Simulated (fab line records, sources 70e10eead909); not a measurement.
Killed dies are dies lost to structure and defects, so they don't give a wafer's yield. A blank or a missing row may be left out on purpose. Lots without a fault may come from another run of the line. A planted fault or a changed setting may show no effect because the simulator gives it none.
Chamber matching | flow nand_harc | NHARC_A_DECK1_JOINT_ETCHBACK_00 on rie_si-05: 4 sister chambers
The step etches the open film in HBr, target depth 30 nm, time 17.4 s. 16 wafers are shown with their chamber, then 8 later ones without.

WAFERS WITH THEIR CHAMBER
wafer  | chamber | drypump_motor_current_A (A) | oes_product_au (a.u.) | throttle_valve_pct (%)
L079.1 | 0       | 5.7                         | 1.006                 | 23.256
L079.3 | 1       | 6.7                         | 0.995                 | 23.260
L079.4 | 3       | 5.0                         | 0.999                 | 23.263
L084.2 | 2       | 5.8                         | 0.998                 | 23.257
L084.4 | 0       | 5.7                         | 0.998                 | 23.280
L084.6 | 0       | 5.7                         | 1.021                 | 23.261
L085.2 | 2       | 5.6                         | 0.997                 | 23.261
L085.3 | 3       | 4.9                         | 0.994                 | 23.262
L085.4 | 1       | 6.7                         | 1.001                 | 23.255
L086.3 | 2       | 5.7                         | 0.994                 | 23.266
L086.4 | 3       | 5.0                         | 0.998                 | 23.252
L086.6 | 0       | 5.7                         | 0.999                 | 23.267
L089.1 | 2       | 5.7                         | 0.995                 | 23.269
L089.2 | 1       | 6.7                         | 0.995                 | 23.253
L089.6 | 2       | 5.7                         | 0.994                 | 23.275
L091.3 | 0       | 5.7                         | 1.005                 | 23.279

SIGNATURES (means of the wafers above)
reading                 | chamber 0 | chamber 1 | chamber 2 | chamber 3 | scatter within a chamber
drypump_motor_current_A | 5.700     | 6.700     | 5.700     | 4.967     | 0.0471
oes_product_au          | 1.00580   | 0.99700   | 0.99560   | 0.99700   | 0.0057
throttle_valve_pct      | 23.26860  | 23.25600  | 23.26560  | 23.25900  | 0.00792
Rule: a wafer's distance from a chamber is the root of the sum, over the readings, of the square of ((its reading less the chamber's mean) divided by the reading's scatter). The wafer belongs to the nearest chamber; if the next one is less than 2 further off, it can't be placed. The scatter: the root of (the sum of the squares of (reading less its chamber's mean) over the shown wafers, divided by (wafers less chambers)).

WAFERS WITHOUT THEIR CHAMBER
wafer  | drypump_motor_current_A (A) | oes_product_au (a.u.) | throttle_valve_pct (%)
L091.4 | 5.0                         | 1.011                 | 23.268
L091.6 | 5.0                         | 1.000                 | 23.261
L092.4 | 5.7                         | 0.993                 | 23.260
L092.5 | 5.0                         | 1.006                 | 23.270
L092.6 | 5.7                         | 0.992                 | 23.283
L095.2 | 5.0                         | 0.991                 | 23.262
L095.5 | 5.7                         | 0.992                 | 23.267
L095.6 | 6.7                         | 0.987                 | 23.281

WHICH CHAMBER EACH WENT THROUGH
wafer  | from the rows above     | in truth
L091.4 | 3                       | 3
L091.6 | 3                       | 3
L092.4 | can't be placed: 2 or 0 | 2
L092.5 | 3                       | 3
L092.6 | can't be placed: 2 or 0 | 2
L095.2 | 3                       | 3
L095.5 | can't be placed: 2 or 0 | 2
L095.6 | 1                       | 1
Placed correctly: 5 of 8. Can't be placed from these rows: 3 (the true chamber is among the candidates in 3). Placed wrongly: 0.
